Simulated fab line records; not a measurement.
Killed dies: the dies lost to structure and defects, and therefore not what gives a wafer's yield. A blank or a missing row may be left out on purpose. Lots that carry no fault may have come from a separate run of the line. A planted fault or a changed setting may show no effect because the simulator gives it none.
Which of the tools did it? ; flow n5 finfet ; 72 wafers from 24 lots sampled at 4 of the route's 1938 steps

== WHAT THE GAUGES READ, wafer by wafer ==
N5_BEOL_M2_THK_MEAS_53: measures by xrf. Usual: M2_THK gives 39.2 nm (standard deviation 1.4).
lot;measured;on;M2_THK (nm);flag
L074;day 7 00:01;film metro-02;41.4 40.5 39.8;
L075;day 7 01:47;film metro-02;40.2 39.7 41.0;
L076;day 7 13:33;film metro-01;41.1 41.0 40.9;
L077;day 7 20:05;film metro-02;40.4 40.6 42.9;
L078;day 8 00:55;film metro-01;39.6 40.5 38.8;
L079;day 8 10:13;film metro-02;40.5 36.8 40.0;
L080;day 8 14:09;film metro-01;41.1 39.6 40.8;
L081;day 8 19:04;film metro-01;37.1 38.7 40.6;
L083;day 9 08:08;film metro-02;38.6 39.9 36.6;
L082;day 9 13:43;film metro-01;37.4 37.8 40.0;
L084;day 9 20:56;film metro-01;41.7 37.6 38.5;
L085;day 10 02:03;film metro-01;38.1 40.9 38.3;
L086;day 10 06:18;film metro-01;38.6 37.7 40.8;
L087;day 10 15:49;film metro-02;39.1 40.6 39.3;
L088;day 10 21:32;film metro-01;40.2 38.9 39.4;
L089;day 10 22:39;film metro-02;40.2 38.5 39.1;
L090;day 11 04:12;film metro-02;37.4 40.2 39.8;
L091;day 11 04:26;film metro-01;36.4 39.0 37.3;
L092;day 11 23:23;film metro-02;38.7 39.5 38.9;
L093;day 12 01:52;film metro-02;40.4 39.5 37.1;
L094;day 12 05:59;film metro-02;38.6 39.1 39.0;
L095;day 12 18:31;film metro-01;40.2 40.6 40.0;
L096;day 12 23:56;film metro-01;39.7 36.4 37.6;
L097;day 13 03:08;film metro-02;37.9 37.1 36.7;

== EACH LOT AND THE TOOL THAT RAN IT (in order: tool; ch and the chambers of the sampled wafers; start) ==
lot;N5_BEOL_M2_DEGAS_44;N5_BEOL_M2_SPUTTER_90;N5_BEOL_M2_ANNEAL_95
L074;pvd sputter-02, day 6 19:05;pvd sputter-01, day 6 22:30;pvd sputter-01, day 6 23:01
L075;pvd sputter-03, day 6 22:32;pvd sputter-01, day 7 00:20;pvd sputter-01, day 7 00:52
L076;pvd sputter-01, day 7 10:15;pvd sputter-03, day 7 12:06;pvd sputter-03, day 7 12:37
L077;pvd sputter-03, day 7 16:49;pvd sputter-02, day 7 18:38;pvd sputter-02, day 7 19:09
L078;pvd sputter-03, day 7 21:23;pvd sputter-03, day 7 23:12;pvd sputter-03, day 7 23:43
L079;pvd sputter-03, day 8 05:17;pvd sputter-02, day 8 07:05;pvd sputter-02, day 8 07:36
L080;pvd sputter-03, day 8 09:22;pvd sputter-01, day 8 11:16;pvd sputter-01, day 8 11:47
L081;pvd sputter-02, day 8 15:17;pvd sputter-03, day 8 17:00;pvd sputter-03, day 8 17:31
L083;pvd sputter-02, day 9 04:28;pvd sputter-02, day 9 06:16;pvd sputter-02, day 9 06:47
L082;pvd sputter-03, day 9 09:44;pvd sputter-03, day 9 11:34;pvd sputter-03, day 9 12:05
L084;pvd sputter-03, day 9 13:25;pvd sputter-02, day 9 16:24;pvd sputter-02, day 9 16:55
L085;pvd sputter-03, day 9 19:22;pvd sputter-03, day 9 21:08;pvd sputter-03, day 9 21:40
L086;pvd sputter-02, day 9 23:55;pvd sputter-01, day 10 01:34;pvd sputter-01, day 10 02:05
L087;pvd sputter-02, day 10 09:20;pvd sputter-02, day 10 11:25;pvd sputter-02, day 10 11:56
L088;pvd sputter-02, day 10 15:23;pvd sputter-03, day 10 17:10;pvd sputter-03, day 10 17:41
L089;pvd sputter-01, day 10 15:50;pvd sputter-01, day 10 17:35;pvd sputter-01, day 10 18:06
L090;pvd sputter-02, day 10 23:14;pvd sputter-02, day 11 01:07;pvd sputter-02, day 11 01:38
L091;pvd sputter-01, day 11 00:23;pvd sputter-01, day 11 02:26;pvd sputter-01, day 11 02:57
L092;pvd sputter-01, day 11 19:31;pvd sputter-02, day 11 21:26;pvd sputter-02, day 11 21:58
L093;pvd sputter-02, day 11 22:42;pvd sputter-02, day 12 00:25;pvd sputter-02, day 12 00:56
L094;pvd sputter-03, day 12 02:22;pvd sputter-02, day 12 04:32;pvd sputter-02, day 12 05:04
L095;pvd sputter-03, day 12 15:03;pvd sputter-02, day 12 17:04;pvd sputter-02, day 12 17:35
L096;pvd sputter-03, day 12 20:08;pvd sputter-03, day 12 22:29;pvd sputter-03, day 12 23:01
L097;pvd sputter-01, day 12 23:35;pvd sputter-03, day 13 01:42;pvd sputter-03, day 13 02:13
- N5_BEOL_M2_DEGAS_44: time 60 s.
- N5_BEOL_M2_SPUTTER_90: material Cu, target thk 4.5 nm, time 8.29 s.
- N5_BEOL_M2_ANNEAL_95: time 240 s.

== AS READ BY THE TOOLS THEMSELVES (means over the sampled wafers that have a number; for cases with no such wafer, the mark the record gives instead) ==
N5_BEOL_M2_DEGAS_44. Usual: heater power w at 340 W, with a standard deviation of 35.
lot;tool;heater power w (W);flag
L074;pvd sputter-02;311;
L075;pvd sputter-03;344;
L076;pvd sputter-01;371;
L077;pvd sputter-03;354;
L078;pvd sputter-03;364;
L079;pvd sputter-03;348;
L080;pvd sputter-03;342;
L081;pvd sputter-02;354;
L083;pvd sputter-02;284;
L082;pvd sputter-03;348;
L084;pvd sputter-03;362;
L085;pvd sputter-03;355;
L086;pvd sputter-02;305;
L087;pvd sputter-02;328;
L088;pvd sputter-02;313;
L089;pvd sputter-01;341;
L090;pvd sputter-02;335;
L091;pvd sputter-01;339;
L092;pvd sputter-01;353;
L093;pvd sputter-02;316;
L094;pvd sputter-03;347;
L095;pvd sputter-03;346;
L096;pvd sputter-03;346;
L097;pvd sputter-01;339;

N5_BEOL_M2_SPUTTER_90. Usual: throttle valve pct at 29.9 %, with a standard deviation of 1.2.
lot;tool;throttle valve pct (%);flag
L074;pvd sputter-01;29.7;
L075;pvd sputter-01;29.0;
L076;pvd sputter-03;30.0;
L077;pvd sputter-02;29.6;
L078;pvd sputter-03;29.0;
L079;pvd sputter-02;29.6;
L080;pvd sputter-01;29.7;
L081;pvd sputter-03;29.0;
L083;pvd sputter-02;29.7;
L082;pvd sputter-03;30.1;
L084;pvd sputter-02;30.7;
L085;pvd sputter-03;30.0;
L086;pvd sputter-01;29.6;
L087;pvd sputter-02;30.3;
L088;pvd sputter-03;30.3;
L089;pvd sputter-01;30.9;
L090;pvd sputter-02;30.4;
L091;pvd sputter-01;29.9;
L092;pvd sputter-02;30.2;
L093;pvd sputter-02;30.6;
L094;pvd sputter-02;29.0;
L095;pvd sputter-02;30.7;
L096;pvd sputter-03;30.1;
L097;pvd sputter-03;30.0;

N5_BEOL_M2_ANNEAL_95. Usual: heater power w 835 W, standard deviation 96; susceptor_temp_C_max 401.0, standard deviation 0.41.
lot;tool;heater power w (W);susceptor_temp_C_max;flag
L074;pvd sputter-01;932;401.1;
L075;pvd sputter-01;926;401.2;
L076;pvd sputter-03;868;400.8;
L077;pvd sputter-02;776;401.1;
L078;pvd sputter-03;847;400.9;
L079;pvd sputter-02;775;401.0;
L080;pvd sputter-01;846;401.0;
L081;pvd sputter-03;867;400.8;
L083;pvd sputter-02;781;401.3;
L082;pvd sputter-03;862;400.9;
L084;pvd sputter-02;814;401.1;
L085;pvd sputter-03;857;400.9;
L086;pvd sputter-01;837;401.0;
L087;pvd sputter-02;777;400.9;
L088;pvd sputter-03;902;400.8;
L089;pvd sputter-01;887;401.4;
L090;pvd sputter-02;832;401.0;
L091;pvd sputter-01;933;401.0;
L092;pvd sputter-02;783;400.9;
L093;pvd sputter-02;813;400.9;
L094;pvd sputter-02;701;400.7;
L095;pvd sputter-02;828;400.9;
L096;pvd sputter-03;898;400.7;
L097;pvd sputter-03;851;400.8;

== THE ANSWER, worked out from the rows above alone ==
Rule: lot off if the mean of its wafers having a number is beyond 3 standard deviations from the usual mean. Also off: a lot with no number at a reading for which 4 or more lots have one. The other lots that the step has rows for count as sound. First the gauges in route order, then the tools' own readings, where a lot's mean is used as printed above. The first step at which some lot is off is used, and at that step the reading that is off furthest; a lot without a number counts as furthest.
Nothing can be told from this: no lot is off at any reading shown.

== WHAT WAS PUT IN BY THE SIMULATOR ==
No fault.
